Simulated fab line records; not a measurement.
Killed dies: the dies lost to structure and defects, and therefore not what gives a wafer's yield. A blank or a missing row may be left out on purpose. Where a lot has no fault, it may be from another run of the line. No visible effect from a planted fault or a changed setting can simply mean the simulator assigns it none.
Which of the tools did it? / flow nand-harc / 6 lots, 18 wafers sampled, at 5 steps of a route of 1302

## WHAT EACH GAUGE READ, for each wafer
NHARC_END_SORT_01.
lot=L523; measured=day 26 11:01; on=prober-01; killed-at-other=2 1 3
lot=L527; measured=day 27 22:27; on=prober-02; killed-at-other=1 0 0
lot=L532; measured=day 30 09:56; on=prober-01; killed-at-other=618 599 1

## WHAT TOOL EACH LOT RAN ON (gives the tool, then ch and the chambers of the sampled wafers, and finally the start)
lot=L524; NHARC_THIN_TSV_DEP_43=pecvd-03 ch 0,1,2, day 25 09:29; NHARC_THIN_TSV_DESCUM_14=rie-diel-12 ch 0,1,2, day 25 10:30; NHARC_THIN_TSV_PVD_19=pvd-sputter-02, day 25 14:50 or earlier; NHARC_THIN_TSV_CMP_21=cmp-03 ch 0,1,2, day 25 14:50
lot=L523; NHARC_THIN_TSV_DEP_43=pecvd-03 ch 0,1,2, day 25 15:59; NHARC_THIN_TSV_DESCUM_14=rie-diel-09 ch 0,3, day 25 16:58; NHARC_THIN_TSV_PVD_19=pvd-sputter-03, day 25 21:07 or earlier; NHARC_THIN_TSV_CMP_21=cmp-02 ch 0,2, day 25 21:07
lot=L527; NHARC_THIN_TSV_DEP_43=pecvd-02 ch 1,2, day 27 06:55; NHARC_THIN_TSV_DESCUM_14=rie-diel-08 ch 0,2, day 27 07:49; NHARC_THIN_TSV_PVD_19=pvd-sputter-03, day 27 12:11 or earlier; NHARC_THIN_TSV_CMP_21=cmp-02 ch 0,2,3, day 27 12:11
lot=L530; NHARC_THIN_TSV_DEP_43=pecvd-02 ch 0,1, day 28 13:33; NHARC_THIN_TSV_DESCUM_14=rie-diel-08 ch 0,1,2, day 28 14:29; NHARC_THIN_TSV_PVD_19=pvd-sputter-03, day 28 19:20 or earlier; NHARC_THIN_TSV_CMP_21=cmp-03 ch 1,2, day 28 19:20
lot=L532; NHARC_THIN_TSV_DEP_43=pecvd-02 ch 0,1, day 29 09:47; NHARC_THIN_TSV_DESCUM_14=rie-diel-12 ch 1,2,3, day 29 10:47; NHARC_THIN_TSV_PVD_19=pvd-sputter-01, day 29 15:02 or earlier; NHARC_THIN_TSV_CMP_21=cmp-02 ch 0,1, day 29 15:02
lot=L542; NHARC_THIN_TSV_DEP_43=pecvd-02 ch 0,2, day 32 15:27; NHARC_THIN_TSV_DESCUM_14=rie-diel-08 ch 1,2,3, day 32 16:20; NHARC_THIN_TSV_PVD_19=pvd-sputter-03, day 32 20:34 or earlier; NHARC_THIN_TSV_CMP_21=cmp-04 ch 2,3, day 32 20:34
- NHARC_THIN_TSV_DEP_43: deposits SiO2, target thk 1328.5 nm.
- NHARC_THIN_TSV_DESCUM_14: chemistry O2, time 3 s.
- NHARC_THIN_TSV_PVD_19: deposits TaN, target thk 20 nm.
- NHARC_THIN_TSV_CMP_21: polishes, t overpolish 30 s, target thk 2000 nm.

## THE ANSWER, worked out from the rows above alone
Rule: usual is defined by the lots themselves. Put in order of their means at a reading, lots are off if they are a third of the lots or fewer, leave a main group of 4 or more, and stand apart from it by a gap of 3 or more times the standard deviation of the main group's means; of several such gaps the widest counts. A main group whose means are all the same, to the digits that the tables above print for the reading, isn't used. Also off: a lot with no number at a reading for which 4 or more lots have one. Where the step has rows for the other lots, those lots are counted as sound.
Across all readings shown, no lot is off: no conclusion can be drawn from this.

## WHAT WAS PUT IN BY THE SIMULATOR
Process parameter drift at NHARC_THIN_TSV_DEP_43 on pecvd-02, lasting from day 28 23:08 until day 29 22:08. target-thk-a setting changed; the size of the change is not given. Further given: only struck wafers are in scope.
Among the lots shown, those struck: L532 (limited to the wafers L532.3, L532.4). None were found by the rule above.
